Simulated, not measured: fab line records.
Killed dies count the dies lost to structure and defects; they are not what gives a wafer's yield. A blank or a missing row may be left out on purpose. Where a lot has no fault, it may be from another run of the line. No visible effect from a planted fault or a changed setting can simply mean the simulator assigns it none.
Chamber matching :: flow nandHarc :: rieSi-05 running NHARC_A_CHANNEL_FILL_D2_ETCHBACK_19: 4 sister chambers
The step etches the open film in HBr/Cl2, target depth 5 nm, time 1.7 s. 18 wafers are shown with their chamber, then 9 later ones without.

== WAFERS WITH THEIR CHAMBER ==
wafer: L074.2
chamber: 1
drypumpMotorCurrentA (A): 6.2
throttleValvePct (%): 26.392
oesProductAu (a.u.): 1.014

wafer: L074.3
chamber: 2
drypumpMotorCurrentA (A): 5.9
throttleValvePct (%): 26.411
oesProductAu (a.u.): 1.000

wafer: L074.6
chamber: 2
drypumpMotorCurrentA (A): 5.9
throttleValvePct (%): 26.388
oesProductAu (a.u.): 1.004

wafer: L078.2
chamber: 1
drypumpMotorCurrentA (A): 6.2
throttleValvePct (%): 26.408
oesProductAu (a.u.): 1.014

wafer: L078.5
chamber: 1
drypumpMotorCurrentA (A): 6.2
throttleValvePct (%): 26.400
oesProductAu (a.u.): 1.001

wafer: L078.6
chamber: 2
drypumpMotorCurrentA (A): 5.9
throttleValvePct (%): 26.401
oesProductAu (a.u.): 1.013

wafer: L082.1
chamber: 3
drypumpMotorCurrentA (A): 5.1
throttleValvePct (%): 26.412
oesProductAu (a.u.): 1.017

wafer: L082.4
chamber: 2
drypumpMotorCurrentA (A): 5.9
throttleValvePct (%): 26.403
oesProductAu (a.u.): 1.019

wafer: L082.5
chamber: 1
drypumpMotorCurrentA (A): 6.2
throttleValvePct (%): 26.398
oesProductAu (a.u.): 1.012

wafer: L083.1
chamber: 1
drypumpMotorCurrentA (A): 6.2
throttleValvePct (%): 26.406
oesProductAu (a.u.): 1.013

wafer: L083.3
chamber: 0
drypumpMotorCurrentA (A): 5.8
throttleValvePct (%): 26.426
oesProductAu (a.u.): 1.007

wafer: L083.6
chamber: 0
drypumpMotorCurrentA (A): 5.7
throttleValvePct (%): 26.407
oesProductAu (a.u.): 1.012

wafer: L084.3
chamber: 1
drypumpMotorCurrentA (A): 6.2
throttleValvePct (%): 26.402
oesProductAu (a.u.): 1.017

wafer: L084.5
chamber: 0
drypumpMotorCurrentA (A): 5.8
throttleValvePct (%): 26.407
oesProductAu (a.u.): 1.002

wafer: L084.6
chamber: 3
drypumpMotorCurrentA (A): 5.1
throttleValvePct (%): 26.390
oesProductAu (a.u.): 1.008

wafer: L091.2
chamber: 2
drypumpMotorCurrentA (A): 5.9
throttleValvePct (%): 26.402
oesProductAu (a.u.): 0.989

wafer: L091.5
chamber: 3
drypumpMotorCurrentA (A): 5.0
throttleValvePct (%): 26.418
oesProductAu (a.u.): 0.993

wafer: L091.6
chamber: 2
drypumpMotorCurrentA (A): 5.9
throttleValvePct (%): 26.413
oesProductAu (a.u.): 0.994

SIGNATURES (averages over the wafers above)
reading: drypumpMotorCurrentA
chamber 0: 5.767
chamber 1: 6.200
chamber 2: 5.900
chamber 3: 5.067
scatter within a chamber: 0.0309

reading: throttleValvePct
chamber 0: 26.41333
chamber 1: 26.40100
chamber 2: 26.40300
chamber 3: 26.40667
scatter within a chamber: 0.00939

reading: oesProductAu
chamber 0: 1.00700
chamber 1: 1.01183
chamber 2: 1.00317
chamber 3: 1.00600
scatter within a chamber: 0.00903
Rule: a wafer lies at a distance from a chamber equal to the root of the sum of squares, over the readings, of (its reading less the chamber's mean, divided by the reading's scatter). If the next closest chamber is less than 2 further off than the closest, the wafer can't be placed; otherwise it belongs to the closest. How the scatter is found: for the shown wafers, subtract from each reading the mean of its chamber, square and add these, divide the total by (wafers less chambers), then take the root.

== WAFERS MISSING THEIR CHAMBER ==
wafer: L093.1
drypumpMotorCurrentA (A): 5.7
throttleValvePct (%): 26.400
oesProductAu (a.u.): 0.998

wafer: L093.3
drypumpMotorCurrentA (A): 6.2
throttleValvePct (%): 26.404
oesProductAu (a.u.): 1.008

wafer: L093.6
drypumpMotorCurrentA (A): 5.9
throttleValvePct (%): 26.395
oesProductAu (a.u.): 1.006

wafer: L096.1
drypumpMotorCurrentA (A): 5.0
throttleValvePct (%): 26.405
oesProductAu (a.u.): 1.011

wafer: L096.2
drypumpMotorCurrentA (A): 5.9
throttleValvePct (%): 26.405
oesProductAu (a.u.): 1.023

wafer: L096.3
drypumpMotorCurrentA (A): 5.7
throttleValvePct (%): 26.412
oesProductAu (a.u.): 1.002

wafer: L096.4
drypumpMotorCurrentA (A): 6.2
throttleValvePct (%): 26.404
oesProductAu (a.u.): 1.001

wafer: L096.5
drypumpMotorCurrentA (A): 5.9
throttleValvePct (%): 26.417
oesProductAu (a.u.): 1.013

wafer: L096.6
drypumpMotorCurrentA (A): 6.2
throttleValvePct (%): 26.397
oesProductAu (a.u.): 0.999

== EACH ONE'S CHAMBER ==
wafer: L093.1
from the rows above: 0
in truth: 0

wafer: L093.3
from the rows above: 1
in truth: 1

wafer: L093.6
from the rows above: 2
in truth: 2

wafer: L096.1
from the rows above: 3
in truth: 3

wafer: L096.2
from the rows above: 2
in truth: 2

wafer: L096.3
from the rows above: 0
in truth: 0

wafer: L096.4
from the rows above: 1
in truth: 1

wafer: L096.5
from the rows above: 2
in truth: 2

wafer: L096.6
from the rows above: 1
in truth: 1
Correctly placed: 9 of 9. Can't be placed from these rows: 0. Number placed wrongly: 0.
